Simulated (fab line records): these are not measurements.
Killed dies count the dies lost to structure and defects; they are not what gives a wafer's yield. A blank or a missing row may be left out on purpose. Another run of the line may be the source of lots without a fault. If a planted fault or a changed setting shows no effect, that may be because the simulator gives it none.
Which tool is to blame? / flow n5-finfet / 9 lots, 27 wafers sampled, at 5 steps of a route of 1938

WHAT EACH GAUGE READ, for each wafer
N5_BEOL_M4_RC_MEAS_101.
lot=L120; measured=day 7 12:11; on=prober-02; DIBL_N (mV/V)=38.6 34.9 38.5
lot=L124; measured=day 8 11:34; on=prober-02; DIBL_N (mV/V)=36.4 38.7 36.0
lot=L123; measured=day 8 13:56; on=prober-02; DIBL_N (mV/V)=36.8 37.9 37.9
lot=L125; measured=day 8 17:46; on=prober-01; DIBL_N (mV/V)=37.7 39.2 34.7
lot=L135; measured=day 11 08:31; on=prober-02; DIBL_N (mV/V)=36.5 35.7 38.2
lot=L136; measured=day 11 22:59; on=prober-01; DIBL_N (mV/V)=37.2 38.1 35.6
lot=L137; measured=day 12 05:23; on=prober-01; DIBL_N (mV/V)=35.7 33.8 37.9
lot=L140; measured=day 13 06:37; on=prober-02; DIBL_N (mV/V)=38.9 36.8 38.6
lot=L142; measured=day 13 08:35; on=prober-02; DIBL_N (mV/V)=33.4 34.7 36.5

WHAT TOOL EACH LOT RAN ON (gives the tool, then ch and the chambers of the sampled wafers, and finally the start)
lot=L120; N5_BEOL_M4_ALD_98=ald-sin-04 ch 1,2,3, day 7 06:50; N5_BEOL_M4_STRIP_36=rie-diel-02 ch 0,1,2, day 7 08:02; N5_BEOL_M4_TRENCH_ETCH_37=rie-diel-02 ch 0,1,2, day 7 12:11 or earlier; N5_BEOL_M4_STRIP_97=rie-diel-02 ch 0,1,2, day 7 12:11 or earlier
lot=L124; N5_BEOL_M4_ALD_98=ald-sin-04 ch 1,2,3, day 8 07:08; N5_BEOL_M4_STRIP_36=rie-diel-01 ch 0,1,3, day 8 07:33; N5_BEOL_M4_TRENCH_ETCH_37=rie-diel-01 ch 0,1,3, day 8 11:34 or earlier; N5_BEOL_M4_STRIP_97=rie-diel-01 ch 0,1,3, day 8 11:34 or earlier
lot=L123; N5_BEOL_M4_ALD_98=ald-sin-04 ch 0,1,3, day 8 08:06; N5_BEOL_M4_STRIP_36=rie-diel-01 ch 0,1,2, day 8 08:27; N5_BEOL_M4_TRENCH_ETCH_37=rie-diel-01 ch 0,1,2, day 8 13:56 or earlier; N5_BEOL_M4_STRIP_97=rie-diel-01 ch 0,1,2, day 8 13:56 or earlier
lot=L125; N5_BEOL_M4_ALD_98=ald-sin-02 ch 0,1,3, day 8 12:40; N5_BEOL_M4_STRIP_36=rie-diel-06 ch 0,2,3, day 8 13:01; N5_BEOL_M4_TRENCH_ETCH_37=rie-diel-06 ch 0,2,3, day 8 17:46 or earlier; N5_BEOL_M4_STRIP_97=rie-diel-06 ch 0,2,3, day 8 17:46 or earlier
lot=L135; N5_BEOL_M4_ALD_98=ald-sin-04 ch 1,2,3, day 11 02:39; N5_BEOL_M4_STRIP_36=rie-diel-02 ch 1,2,3, day 11 02:58; N5_BEOL_M4_TRENCH_ETCH_37=rie-diel-02 ch 1,2,3, day 11 08:31 or earlier; N5_BEOL_M4_STRIP_97=rie-diel-02 ch 1,2,3, day 11 08:31 or earlier
lot=L136; N5_BEOL_M4_ALD_98=ald-sin-02 ch 1,2, day 11 07:17; N5_BEOL_M4_STRIP_36=rie-diel-06 ch 0,3, day 11 16:14; N5_BEOL_M4_TRENCH_ETCH_37=rie-diel-06 ch 0,3, day 11 22:59 or earlier; N5_BEOL_M4_STRIP_97=rie-diel-06 ch 0,3, day 11 22:59 or earlier
lot=L137; N5_BEOL_M4_ALD_98=ald-sin-04 ch 0,3, day 11 23:14; N5_BEOL_M4_STRIP_36=rie-diel-01 ch 0,2, day 12 00:50; N5_BEOL_M4_TRENCH_ETCH_37=rie-diel-01 ch 0,2, day 12 05:23 or earlier; N5_BEOL_M4_STRIP_97=rie-diel-01 ch 0,2, day 12 05:23 or earlier
lot=L140; N5_BEOL_M4_ALD_98=ald-sin-04 ch 0,1,2, day 12 23:44; N5_BEOL_M4_STRIP_36=rie-diel-06 ch 0,3, day 13 02:25; N5_BEOL_M4_TRENCH_ETCH_37=rie-diel-06 ch 0,3, day 13 06:37 or earlier; N5_BEOL_M4_STRIP_97=rie-diel-06 ch 0,3, day 13 06:37 or earlier
lot=L142; N5_BEOL_M4_ALD_98=ald-sin-03 ch 0,2,3, day 13 00:31; N5_BEOL_M4_STRIP_36=rie-diel-01 ch 0,3, day 13 02:52; N5_BEOL_M4_TRENCH_ETCH_37=rie-diel-01 ch 0,3, day 13 08:35 or earlier; N5_BEOL_M4_STRIP_97=rie-diel-01 ch 0,3, day 13 08:35 or earlier
- N5_BEOL_M4_ALD_98: deposits SiO2, target thk 2.5 nm, pulse time 1 s, co reactant pulse time 1 s.
- N5_BEOL_M4_STRIP_36: strips in N2/H2.
- N5_BEOL_M4_TRENCH_ETCH_37: etches SiOC in C4F6/O2, target depth 55.555 nm, time 29.2 s.
- N5_BEOL_M4_STRIP_97: strips in N2/H2, time 10 s.

THE ANSWER, worked out from the rows above alone
Rule: what is usual is taken from the lots themselves. The widest of any qualifying gaps counts: lots, ordered by their means at a reading, are off when they make up no more than a third of the lots, leave a main group of 4 or more, and stand apart from it by 3 or more times the standard deviation of that group's means. A main group whose means are all the same, to the digits that the tables above print for the reading, isn't used. A lot without any number at a reading at which 4 lots or more have one is off too. Any other lot the step has rows for is counted as sound.
Nothing can be told from this: no lot is off at any reading shown.

WHAT THE SIMULATOR HAD INSERTED
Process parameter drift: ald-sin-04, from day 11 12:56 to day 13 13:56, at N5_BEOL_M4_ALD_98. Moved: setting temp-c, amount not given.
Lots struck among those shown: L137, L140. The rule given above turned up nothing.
